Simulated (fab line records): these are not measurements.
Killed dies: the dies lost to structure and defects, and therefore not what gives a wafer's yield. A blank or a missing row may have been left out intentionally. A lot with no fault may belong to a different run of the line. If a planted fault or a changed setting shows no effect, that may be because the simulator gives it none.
Chamber matching | flow n5 finfet | N5_BEOL_M8_ILD_DEP_00 on pecvd-03 has 3 sister chambers
The step deposits SiCOH lowk from DEMS/porogen, target thk 179.75 nm, time 33.4 s. 6 wafers are shown with their chamber, then 12 later ones without.

WAFERS WITH THEIR CHAMBER
wafer  | chamber | throttle valve pct (%) | showerhead plenum p Torr (Torr)
L083.1 | 0       | 14.1                   | 5.728
L087.1 | 1       | 13.9                   | 5.760
L087.5 | 2       | 13.7                   | 5.756
L088.1 | 1       | 13.8                   | 5.741
L088.2 | 0       | 14.1                   | 5.736
L088.4 | 2       | 13.8                   | 5.736

WAFERS WITH NO CHAMBER GIVEN
wafer  | throttle valve pct (%) | showerhead plenum p Torr (Torr)
L090.2 | 13.5                   | 5.738
L090.3 | 13.8                   | 5.739
L090.4 | 13.7                   | 5.746
L093.4 | 14.0                   | 5.721
L093.5 | 13.7                   | 5.753
L093.6 | 13.5                   | 5.748
L092.1 | 13.5                   | 5.757
L092.2 | 13.7                   | 5.758
L092.5 | 13.6                   | 5.749
L094.2 | 13.8                   | 5.753
L094.3 | 13.8                   | 5.752
L094.4 | 14.3                   | 5.732

CHAMBER TAKEN BY EACH
wafer  | from the rows above     | in truth
L090.2 | can't be placed: 2 or 1 | 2
L090.3 | can't be placed: 2 or 1 | 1
L090.4 | can't be placed: 2 or 1 | 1
L093.4 | can't be placed: 0 or 1 | 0
L093.5 | can't be placed: 2 or 1 | 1
L093.6 | can't be placed: 2 or 1 | 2
L092.1 | can't be placed: 2 or 1 | 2
L092.2 | can't be placed: 2 or 1 | 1
L092.5 | can't be placed: 2 or 1 | 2
L094.2 | can't be placed: 1 or 2 | 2
L094.3 | can't be placed: 1 or 2 | 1
L094.4 | 0                       | 0
Placed correctly: 1 of 12. Unplaceable from these rows: 11, with the true chamber sitting among the candidates in 11. Placed wrongly: 0.
How it was worked out, from the rows above alone: a wafer's distance from a chamber is the root of the sum, over the readings, of the square of ((its reading less the chamber's mean) divided by the reading's scatter). The wafer belongs to the nearest chamber; if the next one is less than 2 further off, it can't be placed. A chamber's mean is the mean of its shown wafers. The scatter is the square root of a quotient: the sum, over the shown wafers, of each reading's squared deviation from its chamber's mean, divided by wafers minus chambers.
